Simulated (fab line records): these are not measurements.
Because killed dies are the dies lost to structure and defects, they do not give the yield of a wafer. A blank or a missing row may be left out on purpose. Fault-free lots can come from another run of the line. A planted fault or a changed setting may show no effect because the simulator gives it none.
Lot-split experiment | flow n5_finfet | 7 lots, 21 wafers read, on a route of 1938 steps

== ABOUT THE SPLIT ==
At N5_MOL_CONTACT_COAG_VIA_ETCH_46 (etches SiO2 in C4F6/O2, target depth 46 nm, overetch 9.2 nm, time 40 s), the setting bias_w was moved away from the recipe's 455 W on 9 of the 21 wafers read, by -9.4% to +16.8%. This setting was run at the recipe's value on the other wafers.

The reading comes from the split's own step.

== THE READING ==
rf_vpp_V, in V, at N5_MOL_CONTACT_COAG_VIA_ETCH_46 (etches SiO2 in C4F6/O2, target depth 46 nm, overetch 9.2 nm, time 40 s). A value of 1582 V with a standard deviation of 37 V is what fault-free wafers of this fab line usually give.

wafer  | tool, chamber at the split | bias_w as run, W | against the recipe | rf_vpp_V, V | against lot-mates on the recipe
L074.2 | rie_diel-02, 3             | 481.4            | +5.8%              | 1603        | +35
L074.4 | rie_diel-02, 2             | 481.4            | +5.8%              | 1664        | +96
L074.5 | rie_diel-02, 0             | 455              | recipe             | 1568        | -
L079.1 | rie_diel-05, 1             | 527.8            | +16.0%             | 1708        | +127
L079.2 | rie_diel-05, 0             | 455              | recipe             | 1581        | -
L079.5 | rie_diel-05, 0             | 527.8            | +16.0%             | 1766        | +185
L084.4 | rie_diel-05, 2             | 504.2            | +10.8%             | 1732        | +119
L084.5 | rie_diel-05, 3             | 455              | recipe             | 1613        | -
L084.6 | rie_diel-05, 2             | 504.2            | +10.8%             | 1734        | +121
L086.4 | rie_diel-02, 2             | 455              | recipe             | 1596        | -
L086.5 | rie_diel-02, 2             | 455              | recipe             | 1596        | -
L086.6 | rie_diel-02, 3             | 455              | recipe             | 1535        | -
L089.3 | rie_diel-05, 3             | 531.3            | +16.8%             | 1807        | +225
L089.4 | rie_diel-05, 2             | 531.3            | +16.8%             | 1799        | +217
L089.6 | rie_diel-05, 0             | 455              | recipe             | 1582        | -
L093.1 | rie_diel-05, 3             | 455              | recipe             | 1612        | -
L093.4 | rie_diel-05, 1             | 455              | recipe             | 1528        | -
L093.5 | rie_diel-05, 0             | 455              | recipe             | 1582        | -
L096.1 | rie_diel-06, 0             | 455              | recipe             | 1618        | -
L096.2 | rie_diel-06, 2             | 412.3            | -9.4%              | 1511        | -112
L096.6 | rie_diel-06, 2             | 455              | recipe             | 1627        | -

THE FIT
A straight line over all 21 wafers: rf_vpp_V changes by +11.1 V for each +1% of bias_w; r = +0.93; the points scatter about the line by 33 V.
The same after taking each lot's own level away (the mean of its wafers on the recipe; 21 wafers): +11.5 V for each +1%; r = +0.96; scatter 26 V.
The reading moves by 1.9e+02 V for the largest change in bias_w, on that fit.
Across the lots, their own levels run from 1568.0 to 1622.5 V, a range of 1.5 times the standard deviation given above.
Consequently the slope shifts little with the lot-to-lot level, the two slopes agreeing.
Check: with one of the wafers moved furthest among these (+16.8%) left out of the fit, the line predicts +185 V for it against its lot-mates. Against them it came out at +225 V.
Tool readings at the split's step, against how far the setting was moved: rf_vpp_V r = +0.93.

== OTHER SPLITS ON THESE WAFERS ==
Other splits were also applied to these wafers ahead of the reading. Each is held against what the fit with the lots' levels taken away leaves over:
other split on the same wafers | wafers away from the commonest value | r with rf_vpp_V (lot level and that fit taken away)
N5_SDB_COAT_04 spin_rpm        | 8                                    | +0.05
N5_HKMG_FIN_ETCH_55 time_s     | 5                                    | -0.01
N5_HKMG_FIN_ETCH_58 source_w   | 8                                    | +0.10
N5_HKMG_FIN_ETCH_35 bias_w     | 6                                    | -0.20
N5_GATE_CUT_COAT_27 spin_rpm   | 8                                    | -0.11
N5_GATE_CUT_DESCUM_18 time_s   | 7                                    | +0.04

== FILE'S OWN FIT ==
rf_vpp_V changes by +11.5 V for each +1% of bias_w, r = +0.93.
